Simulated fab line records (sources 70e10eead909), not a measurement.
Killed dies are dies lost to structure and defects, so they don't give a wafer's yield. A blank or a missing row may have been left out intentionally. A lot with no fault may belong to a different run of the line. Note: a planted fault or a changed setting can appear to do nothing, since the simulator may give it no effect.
Comparing a struck lot with a sound one :: flow nandHarc :: 40 steps out of a route of 1302
Sound: these wafers, L317.2, L317.3, L317.6. Struck: wafers L330.2, L330.5 (left out: L330.1, a lot-mate that was not struck); the cause follows at the end.
Per side, at each step with rows, come the tool, then ch with its chambers, and then its first start. Under that, the readings that differ: sound wafers :: struck wafers :: difference of the means :: sigmas: that difference in standard deviations of wafers without a fault.
alike: readings whose means differ by less than 2 such deviations, and words and numbers that are the same on both sides. not compared: withheld readings, readings that some wafer has no value for, bounds like >300 that may hide the same value, and numbers for which the record gives no deviation and whose values overlap.
A row with sigmas, a row that says differs or no value, or rows on one side alone: a step with any of these is where the two part. Numbers that don't overlap but have no deviation are shown without sigmas and don't part them. A reading missing from all wafers of one side parts the sides only when that side holds two or more wafers.

first, 1 step without rows for these wafers: NHARC_P_CONTACT_ETCH_35 (etches the open film in CF4, target depth 39 nm, time 65 s).
NHARC_P_CONTACT_ETCH_36: etches the open film in N2/H2, target depth 260 nm, time 406.25 s.
  sound: rieDiel-11 ch 0,3; struck: rieDiel-11 ch 0,2
  alike: drypumpMotorCurrentA, h2FlowSccm, oesProductAu, rfVppV, showerheadPlenumPTorr, throttleValvePct
  not compared: rfHoursCounterH
then, 2 steps without rows for these wafers: NHARC_P_CONTACT_ETCH_18 (etches the open film in C4F8/O2/Ar, target depth 481 nm, time 240.5 s); NHARC_P_CONTACT_STRIP_37 (strips in C4F8/O2/Ar).
NHARC_P_CONTACT_ETCH_31: etches the open film in CH3F/O2, target depth 30 nm, time 85.7 s.
  sound: rieDiel-11 ch 1,3; struck: rieDiel-11 ch 3
  alike: drypumpMotorCurrentA, oesProductAu, rfVppV, showerheadPlenumPTorr, throttleValvePct
  not compared: rfHoursCounterH
NHARC_P_CONTACT_CD_MEAS_19:
  sound on cdSem-02, day 6 11:26; struck on cdSem-02, day 12 01:34
  alike: cdNm
then, 5 steps without rows for these wafers: NHARC_P_CONTACT_STRIP_28 (strips in O2); NHARC_P_CONTACT_STRIP_29 (strips in post etch residue remover, time 1200 s); NHARC_P_CONTACT_DEGAS_38 (time 60 s); NHARC_P_CONTACT_PRE_CLEAN_39 (time 19.5 s); NHARC_P_CONTACT_PVD_32 (deposits Ti, target thk 5 nm, time 17.7 s).
NHARC_P_CONTACT_ALD_22: deposits TiN, target thk 3 nm, pulse time 1 s, ald cycles 150.
  sound on aldMetal-04 ch 1,2, day 6 12:23; struck on aldMetal-02 ch 2, day 12 02:32
reading: heaterPowerW (W)
sound: 924 1051 902
struck: 1345 1326
difference: +376
sigmas: +2
  alike: precursorPulseHeightRel
NHARC_P_CONTACT_CVD_23: deposits W, target thk 200 nm, time 557 s.
  sound on cvdW-01 ch 0,1, day 6 12:41; struck on cvdW-02 ch 0, day 12 02:46
reading: throttleValvePct (%)
sound: 8.05 7.92 7.95
struck: 8.50 8.21
difference: +0.38
sigmas: +2
  alike: heaterPowerW
then, 12 steps without rows for these wafers: NHARC_P_CONTACT_CMP_24 (polishes, t overpolish 30 s, target thk 200 nm); NHARC_P_CONTACT_SRD_26; NHARC_P_M0_DEP_00 (deposits SiOC, target thk 150 nm); NHARC_P_M0_DEHYDRATE_01 (time 120 s); NHARC_P_M0_HMDS_02 (time 30 s); NHARC_P_M0_COAT_33 (time 65 s); NHARC_P_M0_COAT_03 (resist thk 90 nm); NHARC_P_M0_SOFTBAKE_04 (time 55 s); NHARC_P_M0_EBR_05; NHARC_P_M0_EXPOSE_06 (exposes mask P M0, target cd 90 nm); NHARC_P_M0_PEB_07 (peb time 65 s); NHARC_P_M0_DEVELOP_08 (develop time 35 s).
NHARC_P_M0_CD_MEAS_09: target cd 90 nm.
  sound on cdSem-01 ch 0, day 6 14:26; struck on cdSem-03 ch 0, day 12 04:35
  alike: cdNm
NHARC_P_M0_OVL_MEAS_10: pitch 180 nm.
  sound on overlay-02, day 6 14:31; struck on overlay-01, day 12 04:41
  alike: overlayXNm, overlayYNm
then, 2 steps without rows for these wafers: NHARC_P_M0_DESCUM_14 (chemistry O2, time 3 s); NHARC_P_M0_ETCH_34 (etches the open film in N2/H2, target depth 40 nm, overetch 12 nm, time 43.94 s).
NHARC_P_M0_ETCH_15: etches the open film in C4F8/Ar, target depth 150 nm, overetch 15 nm, time 82.5 s.
  sound: rieDiel-12 ch 0,1; struck: rieDiel-03 ch 0,2
reading: oesProductAu (a.u.)
sound: 0.964 0.961 0.972
struck: 0.905 0.917
difference: -0.055
sigmas: -3
  alike: rfVppV
  not compared: rfHoursCounterH
NHARC_P_M0_CD_MEAS_16:
  sound on cdSem-01, day 6 14:58; struck on cdSem-01, day 12 05:07
  alike: cdNm
then, 3 steps without rows for these wafers: NHARC_P_M0_STRIP_18 (strips in N2/H2); NHARC_P_M0_STRIP_19 (strips in post etch residue remover, time 600 s); NHARC_P_M0_DEGAS_28 (time 60 s).
NHARC_P_M0_PRE_CLEAN_29: time 30 s.
  sound on pvdSputter-03; struck on pvdSputter-01
  alike: heaterPowerW
then, 4 steps without rows for these wafers: NHARC_P_M0_PVD_20 (deposits TaN, target thk 5 nm, time 8.06 s); NHARC_P_M0_PVD_21 (deposits Cu, target thk 30 nm, time 20.49 s); NHARC_P_M0_ECD_22 (material Cu, target thk 400 nm); NHARC_P_M0_ANNEAL_30 (time 90 s).
-- record jumps: 18 days between struck wafers' starts before vs after; left off in module P_M0, resumes in module END, first step shown is number 1302 of the route --
NHARC_END_SORT_01:
  the record has rows for the struck wafers here (prober-01 ch 0, day 30 13:10) and none for the sound ones

## WHERE THEY PART
First at NHARC_P_CONTACT_ALD_22; last, within this record, at NHARC_END_SORT_01.

WHY: what had been put in by the simulator
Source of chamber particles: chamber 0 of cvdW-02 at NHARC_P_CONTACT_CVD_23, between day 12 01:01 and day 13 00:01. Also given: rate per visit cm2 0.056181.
